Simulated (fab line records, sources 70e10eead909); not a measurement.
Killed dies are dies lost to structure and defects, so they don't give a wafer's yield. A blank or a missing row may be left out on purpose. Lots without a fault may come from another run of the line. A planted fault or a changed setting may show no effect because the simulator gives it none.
Which tool did it? | flow nand_harc | 6 lots, 18 wafers sampled, at 5 steps of a route of 1302

WHAT THE GAUGES READ, wafer by wafer
NHARC_END_SORT_01.
lot | measured | on | killed_at_array

WHICH TOOL RAN EACH LOT (tool, then ch and the chambers of the sampled wafers, then the start)
lot  | NHARC_A_ONON_D1_DEP_16           | NHARC_A_BONDPAD_PVD_27                  | NHARC_THIN_TSV_DESCUM_35           | NHARC_THIN_TSV_ETCH_59
L216 | pecvd_onon-03 ch 0, day 9 04:28  | pvd_sputter-01, day 25 19:56 or earlier | rie_diel-11 ch 0,2,3, day 25 19:56 | rie_metal-02 ch 0,1, day 25 20:02
L220 | pecvd_onon-01 ch 0, day 10 13:25 | pvd_sputter-03, day 25 23:36 or earlier | rie_diel-11 ch 0,2,3, day 25 23:36 | rie_metal-02 ch 0,1, day 25 23:44
L227 | pecvd_onon-03 ch 0, day 14 04:01 | pvd_sputter-03, day 29 18:37 or earlier | rie_diel-11 ch 0,1, day 29 18:37   | rie_metal-01 ch 0,1, day 29 18:45
L231 | pecvd_onon-03 ch 0, day 15 03:12 | pvd_sputter-02, day 30 20:44 or earlier | rie_diel-07 ch 2,3, day 30 20:44   | rie_metal-02 ch 0,1, day 30 20:53
L233 | pecvd_onon-03 ch 0, day 16 03:17 | pvd_sputter-01, day 31 12:50 or earlier | rie_diel-07 ch 0,1, day 31 12:50   | rie_metal-02 ch 0, day 31 13:00
L237 | pecvd_onon-04 ch 0, day 18 03:41 | pvd_sputter-02, day 34 04:50 or earlier | rie_diel-10 ch 0,1,2, day 34 04:50 | rie_metal-02 ch 0,1, day 34 04:57
- NHARC_A_ONON_D1_DEP_16: target thk 1000 nm.
- NHARC_A_BONDPAD_PVD_27: deposits Cu, target thk 30 nm, time 20.49 s.
- NHARC_THIN_TSV_DESCUM_35: chemistry O2, time 3 s.
- NHARC_THIN_TSV_ETCH_59: etches the open film in Cl2/BCl3, target depth 880 nm, time 138.1 s.

THE ANSWER, worked out from the rows above alone
Rule: what is usual is taken from the lots themselves. Put in order of their means at a reading, lots are off if they are a third of the lots or fewer, leave a main group of 4 or more, and stand apart from it by a gap of 3 or more times the standard deviation of the main group's means; of several such gaps the widest counts. A main group whose means are all the same, to the digits that the tables above print for the reading, isn't used. A lot without any number at a reading at which 4 lots or more have one is off too. The other lots that the step has rows for count as sound.
No lot is off at any reading shown: from this, nothing can be told.

WHAT THE SIMULATOR HAD PUT IN
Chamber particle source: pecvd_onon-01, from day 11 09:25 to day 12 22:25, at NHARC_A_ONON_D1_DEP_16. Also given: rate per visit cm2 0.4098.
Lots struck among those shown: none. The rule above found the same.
